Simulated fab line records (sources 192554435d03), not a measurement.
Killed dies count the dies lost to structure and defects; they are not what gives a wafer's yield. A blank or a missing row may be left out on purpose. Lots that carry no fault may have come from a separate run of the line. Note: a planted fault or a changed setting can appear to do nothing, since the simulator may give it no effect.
Chamber matching / flow n5-finfet / N5_BEOL_M8_CURE_75 on uv-cure-03: 3 sister chambers
The step cures SiCOH lowk, time 120 s. 14 wafers are shown with their chamber, then 7 later ones without.

## EACH WAFER AND ITS CHAMBER
wafer=L085.2; chamber=2; wafer_temp_C_max=371.6; lamp-power-pct (%)=52.37
wafer=L085.3; chamber=2; wafer_temp_C_max=371.4; lamp-power-pct (%)=52.39
wafer=L085.5; chamber=2; wafer_temp_C_max=371.5; lamp-power-pct (%)=52.23
wafer=L084.3; chamber=2; wafer_temp_C_max=371.3; lamp-power-pct (%)=52.27
wafer=L084.4; chamber=2; wafer_temp_C_max=371.2; lamp-power-pct (%)=52.26
wafer=L084.5; chamber=2; wafer_temp_C_max=371.6; lamp-power-pct (%)=52.29
wafer=L087.1; chamber=0; wafer_temp_C_max=373.0; lamp-power-pct (%)=52.43
wafer=L087.3; chamber=0; wafer_temp_C_max=372.5; lamp-power-pct (%)=52.30
wafer=L087.6; chamber=0; wafer_temp_C_max=372.5; lamp-power-pct (%)=52.26
wafer=L091.3; chamber=1; wafer_temp_C_max=372.3; lamp-power-pct (%)=52.28
wafer=L091.5; chamber=1; wafer_temp_C_max=371.7; lamp-power-pct (%)=52.41
wafer=L091.6; chamber=1; wafer_temp_C_max=372.3; lamp-power-pct (%)=52.30
wafer=L092.2; chamber=2; wafer_temp_C_max=371.6; lamp-power-pct (%)=52.36
wafer=L092.3; chamber=2; wafer_temp_C_max=371.8; lamp-power-pct (%)=52.34

SIGNATURES, as means of the wafers listed above
reading=wafer_temp_C_max; chamber 0=372.667; chamber 1=372.100; chamber 2=371.500; scatter within a chamber=0.246
reading=lamp-power-pct; chamber 0=52.3300; chamber 1=52.3300; chamber 2=52.3137; scatter within a chamber=0.0673
Rule: a wafer lies at a distance from a chamber equal to the root of the sum of squares, over the readings, of (its reading less the chamber's mean, divided by the reading's scatter). If the next closest chamber is less than 2 further off than the closest, the wafer can't be placed; otherwise it belongs to the closest. The scatter: the root of (the sum of the squares of (reading less its chamber's mean) over the shown wafers, divided by (wafers less chambers)).

## WAFERS MISSING THEIR CHAMBER
wafer=L092.6; wafer_temp_C_max=372.0; lamp-power-pct (%)=52.31
wafer=L095.1; wafer_temp_C_max=373.3; lamp-power-pct (%)=52.37
wafer=L095.4; wafer_temp_C_max=372.2; lamp-power-pct (%)=52.27
wafer=L095.5; wafer_temp_C_max=371.7; lamp-power-pct (%)=52.38
wafer=L097.2; wafer_temp_C_max=371.8; lamp-power-pct (%)=52.35
wafer=L097.3; wafer_temp_C_max=371.8; lamp-power-pct (%)=52.24
wafer=L097.5; wafer_temp_C_max=371.7; lamp-power-pct (%)=52.35

## CHAMBER TAKEN BY EACH
wafer=L092.6; from the rows above=can't be placed: 1 or 2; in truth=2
wafer=L095.1; from the rows above=0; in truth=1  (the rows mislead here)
wafer=L095.4; from the rows above=can't be placed: 1 or 0 or 2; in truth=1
wafer=L095.5; from the rows above=can't be placed: 2 or 1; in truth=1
wafer=L097.2; from the rows above=can't be placed: 1 or 2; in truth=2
wafer=L097.3; from the rows above=can't be placed: 2 or 1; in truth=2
wafer=L097.5; from the rows above=can't be placed: 2 or 1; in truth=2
Placed correctly: 0 of 7. Not placeable from these rows: 6 (in 6, the candidates include the true chamber). Wrongly placed: 1.
